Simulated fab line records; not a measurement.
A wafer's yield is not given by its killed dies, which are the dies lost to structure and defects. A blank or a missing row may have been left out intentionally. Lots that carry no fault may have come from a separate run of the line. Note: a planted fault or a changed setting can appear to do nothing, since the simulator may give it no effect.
Chamber matching + flow n5 finfet + 4 sister chambers for N5_BEOL_M0_SAQP_ETCH_83 on rie diel-05
The step etches SiARC in CF4, target depth 39 nm, time 65 s. 20 wafers are shown with their chamber, then 10 later ones without.

== WAFERS, EACH WITH ITS CHAMBER ==
| wafer  | chamber | drypump motor current A (A) | showerhead plenum p Torr (Torr) | throttle valve pct (%) |
|--------|---------|-----------------------------|---------------------------------|------------------------|
| L075.3 | 2       | 5.7                         | 2.21                            | 15.83                  |
| L075.5 | 2       | 5.7                         | 2.21                            | 15.84                  |
| L075.6 | 3       | 5.7                         | 2.26                            | 15.49                  |
| L078.1 | 1       | 5.8                         | 2.23                            | 15.66                  |
| L078.3 | 3       | 5.7                         | 2.26                            | 15.49                  |
| L078.5 | 2       | 5.7                         | 2.21                            | 15.85                  |
| L079.3 | 3       | 5.7                         | 2.26                            | 15.51                  |
| L079.4 | 1       | 5.8                         | 2.22                            | 15.67                  |
| L079.6 | 2       | 5.7                         | 2.21                            | 15.84                  |
| L082.1 | 0       | 5.2                         | 2.16                            | 15.75                  |
| L082.3 | 1       | 5.8                         | 2.22                            | 15.68                  |
| L082.4 | 3       | 5.7                         | 2.26                            | 15.51                  |
| L083.1 | 1       | 5.8                         | 2.22                            | 15.70                  |
| L083.3 | 3       | 5.7                         | 2.25                            | 15.52                  |
| L083.6 | 3       | 5.7                         | 2.26                            | 15.53                  |
| L086.1 | 2       | 5.7                         | 2.21                            | 15.86                  |
| L086.2 | 1       | 5.8                         | 2.22                            | 15.68                  |
| L086.6 | 2       | 5.7                         | 2.21                            | 15.86                  |
| L087.3 | 0       | 5.2                         | 2.16                            | 15.78                  |
| L087.5 | 3       | 5.8                         | 2.25                            | 15.53                  |

SIGNATURES, as means of the wafers listed above
| reading                  | chamber 0 | chamber 1 | chamber 2 | chamber 3 | scatter within a chamber |
|--------------------------|-----------|-----------|-----------|-----------|--------------------------|
| drypump motor current A  | 5.200     | 5.800     | 5.700     | 5.714     | 0.0231                   |
| showerhead plenum p Torr | 2.1600    | 2.2220    | 2.2100    | 2.2571    | 0.00373                  |
| throttle valve pct       | 15.7650   | 15.6780   | 15.8467   | 15.5114   | 0.0153                   |
Rule: a wafer's distance from a chamber is the root of the sum, over the readings, of the square of ((its reading less the chamber's mean) divided by the reading's scatter). If the next closest chamber is less than 2 further off than the closest, the wafer can't be placed; otherwise it belongs to the closest. How the scatter is found: for the shown wafers, subtract from each reading the mean of its chamber, square and add these, divide the total by (wafers less chambers), then take the root.

== WAFERS WITHOUT THEIR CHAMBER ==
| wafer  | drypump motor current A (A) | showerhead plenum p Torr (Torr) | throttle valve pct (%) |
|--------|-----------------------------|---------------------------------|------------------------|
| L087.6 | 5.3                         | 2.16                            | 15.76                  |
| L088.1 | 5.2                         | 2.16                            | 15.76                  |
| L088.3 | 5.7                         | 2.21                            | 15.89                  |
| L088.5 | 5.2                         | 2.16                            | 15.78                  |
| L089.3 | 5.2                         | 2.16                            | 15.78                  |
| L089.5 | 5.8                         | 2.22                            | 15.70                  |
| L089.6 | 5.2                         | 2.16                            | 15.79                  |
| L090.1 | 5.8                         | 2.22                            | 15.70                  |
| L090.2 | 5.7                         | 2.25                            | 15.53                  |
| L090.4 | 5.2                         | 2.16                            | 15.77                  |

== EACH ONE'S CHAMBER ==
| wafer  | from the rows above | in truth |
|--------|---------------------|----------|
| L087.6 | 0                   | 0        |
| L088.1 | 0                   | 0        |
| L088.3 | 2                   | 2        |
| L088.5 | 0                   | 0        |
| L089.3 | 0                   | 0        |
| L089.5 | 1                   | 1        |
| L089.6 | 0                   | 0        |
| L090.1 | 1                   | 1        |
| L090.2 | 3                   | 3        |
| L090.4 | 0                   | 0        |
10 of 10 placed correctly. Left unplaced by these rows: 0. Placed wrongly: 0.
